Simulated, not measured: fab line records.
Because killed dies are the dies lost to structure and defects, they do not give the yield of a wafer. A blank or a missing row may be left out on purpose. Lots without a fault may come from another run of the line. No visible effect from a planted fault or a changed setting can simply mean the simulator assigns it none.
fab line records -- flow n5-finfet -- part 1 of 2: steps 1 to 4 of 6
[record] lots = 22, wafers = 66, last-day = 17
route steps=1938 shown DUMMY_GATE@242 SD_EPI_N@273 SD_EPI_P@311 ILD0@341
lots untouched by any fault: they come from a run of this same line in which no faults occurred
start-h: the number of hours between the record's first day and the start of the first shown wafer of the lot -- wait-h: hours from the lot's prior step to this one -- " same as the row above -- L1.1+2: one row covering several wafers at once -- - no value, or no start given -- * or withheld: withheld -- < > ~ a bound
route shown NAME@n: a module of which the file shows steps, and the number in the route of the first -- usual: mean/standard deviation of fault-free wafers -- same: alike in all rows -- chamber/n: place in a boat -- sites: each site's reading -- _std_site: the values' standard deviation -- _edge_site: inner sites' mean taken away from outer sites' mean -- radius-mm: for every site, how far away it sits from the centre of the wafer -- mask NAME#n: copy n -- behind: the tool/chamber that last shaped the wafer -- hold: why the lot was held/for how many hours/how that ended -- device: transistor that didn't switch, given as n, p or np -- end of line: the same wafers' tests at the end of the route -- a step with no rows: only its recipe -- killed: not the wafer's yield, but the dies lost to structure and defects at the first sort -- map: per-die view of a wafer (x killed, . not killed, _ where there is no die)
set.NAME: the setting the step ran with; set.NAME@STEP: the setting that earlier step ran with -- model.NAME: the simulator's own value behind a step, which no gauge read
one table for each step of the route and one row for each wafer, over a sample of lots
services: from which hour (start-h, from the record's first day; less than 0 if before it) a tool's chamber was out of use, for how many hours, and why
[[steps]]
[step N5_DUMMY_GATE_CD_MEAS_50]
[recipe] target-cd-nm = 14
[usual] cd-nm = 13.98/0.27
lot.wafer,tool,chamber,start-h,wait-h,cd-nm
L074.2,cd-sem-03,-,46.58,0.0,13.99
L074.5,cd-sem-03,-,46.58,0.0,14.16
L074.6,cd-sem-03,-,46.58,0.0,14.44
L075.3,cd-sem-01,-,52.17,0.0,14.31
L075.4,cd-sem-01,-,52.17,0.0,13.99
L075.5,cd-sem-01,-,52.17,0.0,13.96
L077.1,cd-sem-03,-,65.38,0.0,13.58
L077.3,cd-sem-03,-,65.38,0.0,13.86
L077.5,cd-sem-03,-,65.38,0.0,14.01
L078.1,cd-sem-01,-,74.24,0.0,14.05
L078.3,cd-sem-01,-,74.24,0.0,14.39
L078.6,cd-sem-01,-,74.24,0.0,14.15
L079.1,cd-sem-01,-,78.15,0.0,14.11
L079.4,cd-sem-01,-,78.15,0.0,13.87
L079.6,cd-sem-01,-,78.15,0.0,13.80
L080.1,cd-sem-03,-,81.25,0.0,13.89
L080.3,cd-sem-03,-,81.25,0.0,13.61
L080.6,cd-sem-03,-,81.25,0.0,13.79
L081.1,cd-sem-03,-,87.38,0.0,13.67
L081.4,cd-sem-03,-,87.38,0.0,14.05
L081.6,cd-sem-03,-,87.38,0.0,13.84
L082.1,cd-sem-03,-,94.87,0.0,14.00
L082.4,cd-sem-03,-,94.87,0.0,14.13
L082.6,cd-sem-03,-,94.87,0.0,13.69
L083.1,cd-sem-02,-,99.81,0.0,14.48
L083.2,cd-sem-02,-,99.81,0.0,14.10
L083.4,cd-sem-02,-,99.81,0.0,14.31
L084.3,cd-sem-03,-,107.59,0.0,13.82
L084.5,cd-sem-03,-,107.59,0.0,13.95
L084.6,cd-sem-03,-,107.59,0.0,14.61
L085.2,cd-sem-01,-,117.92,0.0,14.39
L085.4,cd-sem-01,-,117.92,0.0,14.07
L085.6,cd-sem-01,-,117.92,0.0,14.35
L087.2,cd-sem-03,-,125.79,0.0,14.00
L087.5,cd-sem-03,-,125.79,0.0,13.91
L087.6,cd-sem-03,-,125.79,0.0,13.94
L088.2,cd-sem-03,-,133.46,0.0,13.67
L088.3,cd-sem-03,-,133.46,0.0,14.25
L088.5,cd-sem-03,-,133.46,0.0,14.02
L089.2,cd-sem-02,-,135.70,0.0,14.43
L089.3,cd-sem-02,-,135.70,0.0,14.15
L089.6,cd-sem-02,-,135.70,0.0,13.73
L090.1,cd-sem-01,-,143.19,0.0,14.08
L090.3,cd-sem-01,-,143.19,0.0,13.65
L090.6,cd-sem-01,-,143.19,0.0,13.57
L091.4,cd-sem-02,-,147.84,0.0,14.17
L091.5,cd-sem-02,-,147.84,0.0,13.76
L091.6,cd-sem-02,-,147.84,0.0,13.94
L092.1,cd-sem-02,-,156.70,0.0,13.69
L092.4,cd-sem-02,-,156.70,0.0,13.94
L092.6,cd-sem-02,-,156.70,0.0,13.98
L093.1,cd-sem-03,-,161.02,0.0,13.56
L093.4,cd-sem-03,-,161.02,0.0,13.92
L093.5,cd-sem-03,-,161.02,0.0,14.18
L094.2,cd-sem-03,-,168.57,0.0,14.07
L094.3,cd-sem-03,-,168.57,0.0,14.06
L094.4,cd-sem-03,-,168.57,0.0,13.93
L095.1,cd-sem-03,-,172.84,0.0,13.69
L095.3,cd-sem-03,-,172.84,0.0,13.99
L095.4,cd-sem-03,-,172.84,0.0,14.07
L096.2,cd-sem-02,-,180.10,0.0,13.76
L096.3,cd-sem-02,-,180.10,0.0,14.26
L096.6,cd-sem-02,-,180.10,0.0,14.45
L097.1,cd-sem-01,-,183.64,0.0,13.78
L097.4,cd-sem-01,-,183.64,0.0,13.68
L097.5,cd-sem-01,-,183.64,0.0,13.98
[step N5_DUMMY_GATE_ETCH_42]
[recipe] chemistry = CHF3/O2, target = SiO2, target-depth-a = 35, time-s = 31, ion-energy-ev = 30, bias-w = 12, pressure-mtorr = 30, source-w = 600, Ar_flow_sccm = 200, CHF3_flow_sccm = 50, O2_flow_sccm = 5
[usual] chamber-pressure-mTorr = 30.001/0.025, drypump-motor-current-A = 5.6/0.57, mfc-ar-sccm = 200.0/0.63, oes-product-au = 0.76/0.068, rf-vpp-V = 42.5/0.9, showerhead-plenum-p-Torr = 2.42/0.1, throttle-valve-pct = 18.75/0.17
lot.wafer,tool,chamber,start-h,wait-h,chamber-pressure-mTorr,drypump-motor-current-A,mfc-ar-sccm,oes-product-au,rf-hours-counter-h,rf-vpp-V,showerhead-plenum-p-Torr,throttle-valve-pct
L074.2,rie-diel-03,1,47.44,0.2,29.984,5.5,199.1,0.77,143,42.6,2.51,18.64
L074.5,rie-diel-03,1,47.44,0.2,29.983,5.4,199.8,0.76,-,44.1,2.51,18.62
L074.6,rie-diel-03,3,47.44,0.2,29.980,5.2,200.6,0.82,-,41.2,2.25,18.52
L075.3,rie-diel-01,0,52.71,0.0,30.033,6.0,199.8,0.72,208,42.6,2.48,18.89
L075.4,rie-diel-01,3,52.71,0.0,29.989,4.9,199.4,0.71,209,41.9,2.50,18.78
L075.5,rie-diel-01,2,52.71,0.0,30.024,6.4,199.2,0.78,-,42.1,2.51,19.07
L077.1,rie-diel-01,3,65.94,0.1,29.996,4.9,200.7,0.70,212,41.7,2.49,18.77
L077.3,rie-diel-01,1,65.94,0.1,30.008,5.8,200.0,0.67,249,42.7,2.28,18.94
L077.5,rie-diel-01,1,65.94,0.1,30.010,5.8,200.3,0.67,-,41.3,2.28,18.95
L078.1,rie-diel-01,0,74.79,0.0,30.016,6.0,200.9,0.71,214,42.4,2.48,18.92
L078.3,rie-diel-01,2,74.79,0.0,30.013,6.4,198.8,0.78,145,41.9,2.51,19.05
L078.6,rie-diel-01,0,74.79,0.0,30.008,6.0,201.0,0.71,-,44.3,2.48,18.90
L079.1,rie-diel-03,0,78.70,0.0,30.019,5.4,200.2,0.73,196,42.5,2.48,18.65
L079.4,rie-diel-03,2,78.70,0.0,30.004,5.2,200.5,0.78,117,41.5,2.51,18.60
L079.6,rie-diel-03,3,78.70,0.0,30.037,5.2,200.3,0.81,-,41.9,2.25,18.54
L080.1,rie-diel-03,0,82.16,0.3,30.040,5.4,199.1,0.73,197,43.1,2.48,18.68
L080.3,rie-diel-03,1,82.16,0.3,30.024,5.4,201.1,0.76,155,42.4,2.51,18.66
L080.6,rie-diel-03,1,82.16,0.3,29.990,5.4,200.3,0.76,-,42.6,2.51,18.64
L081.1,rie-diel-03,2,88.27,0.1,30.034,5.2,198.8,0.77,121,42.6,2.51,18.61
L081.4,rie-diel-03,3,88.27,0.1,30.015,5.2,199.5,0.80,94,41.7,2.24,18.54
L081.6,rie-diel-03,0,88.27,0.1,30.043,5.4,199.3,0.72,-,42.6,2.48,18.66
L082.1,rie-diel-03,3,95.57,0.1,29.990,5.2,200.6,0.80,95,42.7,2.24,18.56
L082.4,rie-diel-03,1,95.57,0.1,29.981,5.5,199.5,0.75,159,42.2,2.51,18.67
L082.6,rie-diel-03,2,95.57,0.1,30.010,5.2,200.2,0.78,-,41.2,2.51,18.62
L083.1,rie-diel-03,2,100.35,0.0,29.979,5.2,200.7,0.77,125,42.1,2.51,18.63
L083.2,rie-diel-03,3,100.35,0.0,29.975,5.2,199.9,0.79,97,41.9,2.24,18.56
L083.4,rie-diel-03,2,100.35,0.0,29.958,5.2,199.9,0.76,-,41.4,2.51,18.62
L084.3,rie-diel-01,1,108.13,0.0,30.001,5.8,199.7,0.98,7,41.8,2.56,18.54
L084.5,rie-diel-01,1,108.13,0.0,30.003,5.8,199.5,0.99,-,42.7,2.56,18.53
L084.6,rie-diel-01,0,108.13,0.0,30.004,6.0,200.3,0.70,-,43.5,2.47,18.93
L085.2,rie-diel-05,1,118.50,0.1,29.996,6.0,200.3,0.69,232,42.4,2.37,19.03
L085.4,rie-diel-05,2,118.50,0.1,30.025,6.2,199.6,0.73,155,42.1,2.31,18.86
L085.6,rie-diel-05,2,118.50,0.1,29.973,6.2,200.1,0.73,-,40.7,2.31,18.88
L087.2,rie-diel-03,0,126.33,0.0,30.006,5.4,199.9,0.71,214,43.4,2.48,18.67
L087.5,rie-diel-03,0,126.33,0.0,30.029,5.4,200.5,0.72,-,42.4,2.48,18.68
L087.6,rie-diel-03,1,126.33,0.0,30.008,5.4,199.6,0.76,-,42.5,2.51,18.66
L088.2,rie-diel-05,3,134.00,0.0,30.026,6.8,200.9,0.79,129,41.6,2.33,18.84
L088.3,rie-diel-05,2,134.00,0.0,29.992,6.2,200.1,0.72,158,42.6,2.31,18.88
L088.5,rie-diel-05,2,134.00,0.0,30.026,6.2,200.4,0.72,-,42.2,2.31,18.90
L089.2,rie-diel-03,0,136.24,0.0,29.981,5.4,200.3,0.73,216,42.5,2.48,18.69
L089.3,rie-diel-03,1,136.24,0.0,29.985,5.4,199.8,0.77,163,44.1,2.50,18.66
L089.6,rie-diel-03,2,136.24,0.0,29.988,5.2,200.3,0.77,-,42.9,2.50,18.65
L090.1,rie-diel-05,1,143.88,0.2,29.992,6.0,199.7,0.68,239,42.8,2.37,19.02
L090.3,rie-diel-05,0,143.88,0.2,30.042,4.7,199.9,0.90,26,41.5,2.36,18.58
L090.6,rie-diel-05,2,143.88,0.2,30.025,6.2,199.6,0.72,-,40.0,2.31,18.89
L091.4,rie-diel-03,0,148.74,0.1,30.001,5.4,200.0,0.71,219,42.8,2.48,18.68
L091.5,rie-diel-03,0,148.74,0.1,30.019,5.4,199.3,0.71,-,44.4,2.48,18.69
L091.6,rie-diel-03,3,148.74,0.1,30.043,5.3,199.7,0.78,-,43.0,2.24,18.59
L092.1,rie-diel-05,1,157.31,0.1,29.986,6.0,200.3,0.67,244,42.9,2.37,19.03
L092.4,rie-diel-05,0,157.31,0.1,30.017,4.7,199.7,0.88,30,42.6,2.36,18.58
L092.6,rie-diel-05,3,157.31,0.1,29.959,6.8,200.1,0.78,-,42.2,2.33,18.82
L093.1,rie-diel-01,3,161.56,0.0,29.975,4.9,199.6,0.68,245,42.5,2.48,18.82
L093.4,rie-diel-01,0,161.56,0.0,30.007,6.0,200.5,0.69,245,43.8,2.47,18.97
L093.5,rie-diel-01,0,161.56,0.0,30.013,6.0,199.9,0.69,-,43.9,2.47,18.97
L094.2,rie-diel-05,0,169.38,0.3,29.944,4.7,200.0,0.89,35,43.7,2.36,18.58
L094.3,rie-diel-05,2,169.38,0.3,29.988,6.2,198.5,0.72,170,40.9,2.31,18.91
L094.4,rie-diel-05,3,169.38,0.3,29.984,6.8,198.3,0.78,141,40.9,2.33,18.83
L095.1,rie-diel-01,2,173.38,0.0,29.992,6.4,199.4,0.74,181,41.5,2.49,19.11
L095.3,rie-diel-01,3,173.38,0.0,29.986,4.8,199.8,0.67,249,44.3,2.48,18.84
L095.4,rie-diel-01,3,173.38,0.0,30.011,4.9,200.0,0.67,-,41.8,2.48,18.84
L096.2,rie-diel-03,2,180.66,0.0,30.007,5.2,200.7,0.75,151,42.0,2.50,18.66
L096.3,rie-diel-03,0,180.66,0.0,29.933,5.4,200.2,0.69,229,42.1,2.47,18.70
L096.6,rie-diel-03,2,180.66,0.0,29.992,5.2,200.5,0.75,-,40.0,2.50,18.66
L097.1,rie-diel-05,0,184.19,0.0,30.028,4.7,199.8,0.88,39,41.0,2.36,18.59
L097.4,rie-diel-05,2,184.19,0.0,30.001,6.2,199.8,0.71,-,41.7,2.30,18.90
L097.5,rie-diel-05,3,184.19,0.0,30.035,6.8,199.6,0.78,-,43.1,2.32,18.85
[step N5_SD_EPI_N_DESCUM_14]
[recipe] chemistry = O2, time-s = 7.9, source-power-w = 50, bias-power-w = 20, pressure-mtorr = 20, rf-frequency-hz = 2.712e+07, temp-c = 40, resist = CAR-ArF-block, o2-flow-sccm = 225
[usual] chamber-pressure-mTorr = 20.000/0.019, drypump-motor-current-A = 5.9/0.54, oes-product-au = 0.78/0.084, rf-vpp-V = 243.3/1.5, showerhead-plenum-p-Torr = 2.10/0.07, throttle-valve-pct = 20.46/0.24
lot.wafer,tool,chamber,start-h,wait-h,chamber-pressure-mTorr,drypump-motor-current-A,oes-product-au,rf-hours-counter-h,rf-vpp-V,showerhead-plenum-p-Torr,throttle-valve-pct
L074.2,rie-diel-02,0,48.80,0.1,20.034,5.3,0.67,239,242.5,2.07,20.25
L074.5,rie-diel-02,1,48.80,0.1,19.980,5.5,0.74,-,243.9,2.18,20.58
L074.6,rie-diel-02,0,48.80,0.1,20.009,5.2,0.67,-,242.9,2.07,20.26
L075.3,rie-diel-04,1,55.25,0.2,19.988,5.9,0.69,225,244.9,2.06,20.62
L075.4,rie-diel-04,3,55.25,0.2,20.015,6.0,0.95,6,245.8,2.24,20.24
L075.5,rie-diel-04,0,55.25,0.2,19.982,6.5,0.71,-,242.2,2.08,20.62
L077.1,rie-diel-06,0,67.34,0.1,19.974,6.9,0.84,74,243.6,2.02,19.99
L077.3,rie-diel-06,3,67.34,0.1,19.979,4.9,0.86,51,244.7,2.12,20.43
L077.5,rie-diel-06,0,67.34,0.1,20.015,6.9,0.83,-,243.3,2.02,19.98
L078.1,rie-diel-02,1,76.07,0.0,20.019,5.5,0.73,174,245.4,2.17,20.59
L078.3,rie-diel-02,3,76.07,0.0,20.020,5.1,0.70,185,243.3,2.08,20.81
L078.6,rie-diel-02,3,76.07,0.0,20.023,5.1,0.69,-,243.4,2.08,20.84
L079.1,rie-diel-04,2,80.25,0.0,19.972,5.9,0.91,26,242.9,2.05,20.43
L079.4,rie-diel-04,1,80.25,0.0,20.001,5.9,0.68,233,243.2,2.06,20.62
L079.6,rie-diel-04,0,80.25,0.0,20.010,6.5,0.71,-,242.4,2.08,20.62
L080.1,rie-diel-02,1,83.52,0.0,20.012,5.5,0.73,176,243.8,2.17,20.59
L080.3,rie-diel-02,3,83.52,0.0,19.997,5.1,0.70,188,242.6,2.08,20.83
L080.6,rie-diel-02,3,83.52,0.0,20.031,5.1,0.69,-,242.6,2.08,20.85
L081.1,rie-diel-04,3,89.71,0.1,19.988,6.0,0.93,18,244.1,2.23,20.25
L081.4,rie-diel-04,2,89.71,0.1,20.009,5.9,0.90,30,241.8,2.05,20.44
L081.6,rie-diel-04,2,89.71,0.1,19.990,5.9,0.90,-,241.8,2.05,20.45
L082.1,rie-diel-06,0,97.45,0.2,19.984,6.8,0.82,85,242.3,2.02,20.00
L082.4,rie-diel-06,3,97.45,0.2,20.020,4.9,0.85,63,242.5,2.12,20.46
L082.6,rie-diel-06,1,97.45,0.2,19.996,5.7,0.77,-,245.3,2.20,20.79
L083.1,rie-diel-06,3,101.59,0.1,20.037,4.9,0.84,64,243.7,2.12,20.45
L083.2,rie-diel-06,1,101.59,0.1,20.000,5.7,0.77,113,245.5,2.20,20.80
L083.4,rie-diel-06,0,101.59,0.1,19.987,6.8,0.81,86,242.8,2.02,19.99
L084.3,rie-diel-06,2,109.86,0.6,20.011,6.0,0.75,134,240.4,2.01,20.23
L084.5,rie-diel-06,2,109.86,0.6,19.988,5.9,0.74,-,240.8,2.01,20.23
L084.6,rie-diel-06,1,109.86,0.6,20.013,5.7,0.77,-,246.1,2.20,20.81
L085.2,rie-diel-04,0,119.71,0.0,20.027,6.5,0.69,225,242.8,2.08,20.64
L085.4,rie-diel-04,2,119.71,0.0,19.987,5.9,0.87,-,241.9,2.04,20.45
L085.6,rie-diel-04,3,119.71,0.0,19.980,6.0,0.89,-,246.3,2.23,20.28
L087.2,rie-diel-06,1,127.53,0.0,20.031,5.7,0.75,122,244.4,2.20,20.81
L087.5,rie-diel-06,3,127.53,0.0,20.026,4.9,0.83,-,242.9,2.11,20.46
L087.6,rie-diel-06,0,127.53,0.0,20.050,6.8,0.80,-,242.1,2.01,20.01
L088.2,rie-diel-02,3,135.49,0.2,19.986,5.1,0.69,212,244.6,2.07,20.88
L088.3,rie-diel-02,1,135.49,0.2,20.011,5.5,0.71,199,242.9,2.16,20.64
L088.5,rie-diel-02,1,135.49,0.2,20.027,5.5,0.71,-,243.5,2.16,20.65
L089.2,rie-diel-04,1,138.27,0.2,19.996,5.9,0.68,248,244.1,2.06,20.64
L089.3,rie-diel-04,3,138.27,0.2,19.984,6.0,0.88,40,244.5,2.22,20.30
L089.6,rie-diel-04,2,138.27,0.2,20.020,5.8,0.86,-,242.3,2.04,20.47
L090.1,rie-diel-06,1,145.32,0.3,20.006,5.7,0.76,127,245.3,2.20,20.83
L090.3,rie-diel-06,2,145.32,0.3,20.011,5.9,0.74,145,243.1,2.01,20.25
L090.6,rie-diel-06,1,145.32,0.3,20.031,5.7,0.76,-,244.5,2.20,20.83
L091.4,rie-diel-04,2,150.08,0.0,20.014,5.9,0.85,-,242.6,2.04,20.46
L091.5,rie-diel-04,3,150.08,0.0,20.013,6.0,0.87,-,244.9,2.22,20.31
L091.6,rie-diel-04,1,150.08,0.0,19.975,6.0,0.67,-,244.4,2.05,20.65
L092.1,rie-diel-04,0,158.68,0.0,20.010,6.5,0.68,237,243.2,2.07,20.65
L092.4,rie-diel-04,0,158.68,0.0,19.971,6.5,0.68,-,243.0,2.07,20.65
L092.6,rie-diel-04,2,158.68,0.0,19.999,5.9,0.85,-,240.8,2.04,20.47
L093.1,rie-diel-02,2,162.77,0.0,19.955,6.5,0.84,82,243.2,2.11,20.49
L093.4,rie-diel-02,3,162.77,0.0,20.015,5.1,0.67,223,242.0,2.06,20.89
L093.5,rie-diel-02,2,162.77,0.0,20.013,6.5,0.83,-,242.2,2.11,20.49
L094.2,rie-diel-06,3,170.72,0.0,19.988,4.9,0.80,89,244.0,2.11,20.51
L094.3,rie-diel-06,0,170.72,0.0,19.999,6.8,0.78,105,241.4,2.01,20.03
L094.4,rie-diel-06,1,170.72,0.0,19.992,5.7,0.75,139,244.6,2.19,20.83
L095.1,rie-diel-04,0,174.81,0.1,19.986,6.5,0.68,245,242.9,2.07,20.67
L095.3,rie-diel-04,1,174.81,0.1,19.990,5.9,0.98,0,241.0,2.05,20.33
L095.4,rie-diel-04,2,174.81,0.1,20.004,5.9,0.82,68,242.7,2.04,20.50
L096.2,rie-diel-06,2,183.22,0.0,20.014,5.9,0.73,159,241.1,2.01,20.26
L096.3,rie-diel-06,0,183.22,0.0,19.989,6.8,0.78,109,242.5,2.01,20.04
L096.6,rie-diel-06,0,183.22,0.0,20.002,6.9,0.79,-,243.4,2.01,20.06
L097.1,rie-diel-04,1,185.51,0.0,19.981,6.0,0.97,4,244.3,2.05,20.31
L097.4,rie-diel-04,0,185.51,0.0,19.995,6.5,0.68,248,241.2,2.07,20.69
L097.5,rie-diel-04,2,185.51,0.0,20.003,5.9,0.83,-,241.3,2.04,20.51
[step N5_SD_EPI_N_VAPOR_ETCH_50]
[recipe] chemistry = HCl, target = Si, temp-c = 775, time-s = 54, pressure-torr = 20, mode = isotropic
[usual] chamber-pressure-Torr = 20.01/0.04, throttle-valve-pct = 11.7/0.35
lot.wafer,tool,chamber,start-h,wait-h,chamber-pressure-Torr,throttle-valve-pct
L074.2,epi-rpcvd-02,0,50.61,0.5,19.99,11.9
L074.5,epi-rpcvd-02,0,50.61,0.5,20.02,11.8
L074.6,epi-rpcvd-02,0,50.61,0.5,20.02,11.5
L075.3,epi-rpcvd-01,0,56.94,0.3,19.91,11.6
L075.4,epi-rpcvd-01,0,56.94,0.3,20.03,11.5
L075.5,epi-rpcvd-01,0,56.94,0.3,20.02,11.5
L077.1,epi-rpcvd-02,0,68.86,0.3,19.97,11.7
L077.3,epi-rpcvd-02,0,68.86,0.3,19.95,11.5
L077.5,epi-rpcvd-02,0,68.86,0.3,20.04,11.5
L078.1,epi-rpcvd-03,0,77.84,0.5,20.03,12.6
L078.3,epi-rpcvd-03,0,77.84,0.5,20.09,12.7
L078.6,epi-rpcvd-03,0,77.84,0.5,20.01,12.4
L079.1,epi-rpcvd-02,0,81.74,0.3,19.92,11.7
L079.4,epi-rpcvd-02,0,81.74,0.3,20.04,11.5
L079.6,epi-rpcvd-02,0,81.74,0.3,20.00,11.2
L080.1,epi-rpcvd-02,0,85.03,0.3,20.04,11.7
L080.3,epi-rpcvd-02,0,85.03,0.3,20.02,11.6
L080.6,epi-rpcvd-02,0,85.03,0.3,20.02,11.6
L081.1,epi-rpcvd-02,0,91.21,0.3,20.06,11.6
L081.4,epi-rpcvd-02,0,91.21,0.3,19.98,11.7
L081.6,epi-rpcvd-02,0,91.21,0.3,19.99,11.5
L082.1,epi-rpcvd-02,0,98.95,0.3,19.95,11.3
L082.4,epi-rpcvd-02,0,98.95,0.3,19.95,11.5
L082.6,epi-rpcvd-02,0,98.95,0.3,19.98,11.7
L083.1,epi-rpcvd-02,0,103.08,0.3,19.99,11.5
L083.2,epi-rpcvd-02,0,103.08,0.3,19.98,11.6
L083.4,epi-rpcvd-02,0,103.08,0.3,20.00,11.5
L084.3,epi-rpcvd-03,0,111.58,0.3,20.01,12.4
L084.5,epi-rpcvd-03,0,111.58,0.3,20.06,12.2
L084.6,epi-rpcvd-03,0,111.58,0.3,20.08,12.5
L085.2,epi-rpcvd-03,0,121.36,0.4,19.98,12.6
L085.4,epi-rpcvd-03,0,121.36,0.4,19.99,12.3
L085.6,epi-rpcvd-03,0,121.36,0.4,20.02,12.2
L087.2,epi-rpcvd-02,0,129.05,0.3,20.01,11.7
L087.5,epi-rpcvd-02,0,129.05,0.3,19.98,11.5
L087.6,epi-rpcvd-02,0,129.05,0.3,20.02,11.3
L088.2,epi-rpcvd-01,0,137.24,0.3,19.99,11.7
L088.3,epi-rpcvd-01,0,137.24,0.3,19.96,11.4
L088.5,epi-rpcvd-01,0,137.24,0.3,20.02,11.5
L089.2,epi-rpcvd-02,0,139.79,0.3,20.02,11.7
L089.3,epi-rpcvd-02,0,139.79,0.3,20.00,11.9
L089.6,epi-rpcvd-02,0,139.79,0.3,20.02,11.4
L090.1,epi-rpcvd-02,0,146.82,0.3,20.04,11.8
L090.3,epi-rpcvd-02,0,146.82,0.3,20.04,11.8
L090.6,epi-rpcvd-02,0,146.82,0.3,19.97,11.7
L091.4,epi-rpcvd-02,0,151.64,0.2,20.02,11.7
L091.5,epi-rpcvd-02,0,151.64,0.2,20.02,11.3
L091.6,epi-rpcvd-02,0,151.64,0.2,19.97,11.8
L092.1,epi-rpcvd-02,0,160.17,0.3,19.99,11.7
L092.4,epi-rpcvd-02,0,160.17,0.3,20.00,11.6
L092.6,epi-rpcvd-02,0,160.17,0.3,19.92,11.6
L093.1,epi-rpcvd-01,0,164.29,0.3,20.05,11.5
L093.4,epi-rpcvd-01,0,164.29,0.3,20.08,11.6
L093.5,epi-rpcvd-01,0,164.29,0.3,20.02,11.4
L094.2,epi-rpcvd-02,0,172.24,0.3,20.05,12.1
L094.3,epi-rpcvd-02,0,172.24,0.3,20.06,11.6
L094.4,epi-rpcvd-02,0,172.24,0.3,20.08,11.8
L095.1,epi-rpcvd-03,0,176.30,0.3,19.97,12.3
L095.3,epi-rpcvd-03,0,176.30,0.3,20.02,12.2
L095.4,epi-rpcvd-03,0,176.30,0.3,20.02,12.4
L096.2,epi-rpcvd-01,0,184.74,0.3,19.97,11.5
L096.3,epi-rpcvd-01,0,184.74,0.3,20.02,11.5
L096.6,epi-rpcvd-01,0,184.74,0.3,20.00,11.4
L097.1,epi-rpcvd-02,0,187.01,0.3,19.95,11.6
L097.4,epi-rpcvd-02,0,187.01,0.3,20.03,11.7
L097.5,epi-rpcvd-02,0,187.01,0.3,20.03,11.6
